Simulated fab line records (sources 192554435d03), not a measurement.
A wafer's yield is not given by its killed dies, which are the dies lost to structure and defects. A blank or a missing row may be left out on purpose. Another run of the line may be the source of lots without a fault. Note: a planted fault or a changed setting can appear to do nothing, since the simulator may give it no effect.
Split-lot study | flow n5Finfet | 7 lots, 21 wafers read, on a route of 1938 steps

THE SPLIT
At N5_BEOL_M13_CMP_49 (polishes, stops on SiOC, t overpolish 17.1 s, target thk 420 nm), the setting downForcePsi was moved away from the recipe's 1 psi on 10 of the 21 wafers read, by -15.3% to +21.7%. This setting was run at the recipe's value on the other wafers.

The reading is taken at the split's own step.

THE READING
barrierFieldEndpointS, in s, at N5_BEOL_M13_CMP_49 (polishes, stops on SiOC, t overpolish 17.1 s, target thk 420 nm). Fault-free wafers of this fab line usually give 30.1 s, standard deviation 0.65 s.

wafer  | tool, chamber at the split | downForcePsi as run, psi | against the recipe | barrierFieldEndpointS, s | against lot-mates on the recipe
L074.3 | cmp-02, 2                  | 1                        | recipe             | 30.2                     | -
L074.4 | cmp-02, 0                  | 1                        | recipe             | 30.3                     | -
L074.5 | cmp-02, 2                  | 1                        | recipe             | 30.5                     | -
L075.1 | cmp-01, 2                  | 1                        | recipe             | 28.8                     | -
L075.3 | cmp-01, 3                  | 1                        | recipe             | 29.4                     | -
L075.2 | cmp-01, 0                  | 0.8539                   | -14.6%             | 33.9                     | +4.8
L082.2 | cmp-03, 1                  | 1                        | recipe             | 29.9                     | -
L082.4 | cmp-03, 3                  | 1                        | recipe             | 29.9                     | -
L082.6 | cmp-03, 1                  | 0.9332                   | -6.7%              | 32.5                     | +2.6
L089.4 | cmp-01, 3                  | 0.8467                   | -15.3%             | 35.7                     | +5.3
L089.3 | cmp-01, 0                  | 1                        | recipe             | 30.4                     | -
L089.1 | cmp-01, 2                  | 0.8467                   | -15.3%             | 36.7                     | +6.3
L094.2 | cmp-01, 0                  | 1.216                    | +21.6%             | 25.8                     | -5.3
L094.3 | cmp-01, 1                  | 1                        | recipe             | 31.1                     | -
L094.4 | cmp-01, 2                  | 1.216                    | +21.6%             | 25.6                     | -5.5
L093.4 | cmp-02, 2                  | 1.217                    | +21.7%             | 24.7                     | -4.8
L093.3 | cmp-02, 0                  | 1                        | recipe             | 29.5                     | -
L093.6 | cmp-02, 3                  | 1.217                    | +21.7%             | 24.4                     | -5.1
L096.2 | cmp-03, 0                  | 0.8465                   | -15.3%             | 36.9                     | +6.3
L096.4 | cmp-03, 1                  | 1                        | recipe             | 30.6                     | -
L096.5 | cmp-03, 3                  | 0.8465                   | -15.3%             | 35.5                     | +4.9

FIT RESULTS
A straight line over all 21 wafers: barrierFieldEndpointS changes by -0.286 s for each +1% of downForcePsi; r = -0.96; the points scatter about the line by 1 s.
The same after taking each lot's own level away (the mean of its wafers on the recipe; 21 wafers): -0.289 s for each +1%; r = -0.98; scatter 0.67 s.
According to that fit, moving downForcePsi by its largest amount changes the reading by 6.3 s.
The span of the lots' own levels, 29.10 to 31.10 s, comes to 3.1 times the standard deviation stated above.
Consequently the slope shifts little with the lot-to-lot level, the two slopes agreeing.
Check: for one of the wafers moved furthest among these (+21.7%), held out of the fit, the line's prediction against its lot-mates is -5.99 s. It came out at -4.8 s against them.
Tool readings at the split's step, against how far the setting was moved: barrierFieldEndpointS r = -0.96.

FILE'S OWN FIT
barrierFieldEndpointS changes by -0.294 s for each +1% of downForcePsi, r = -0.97.
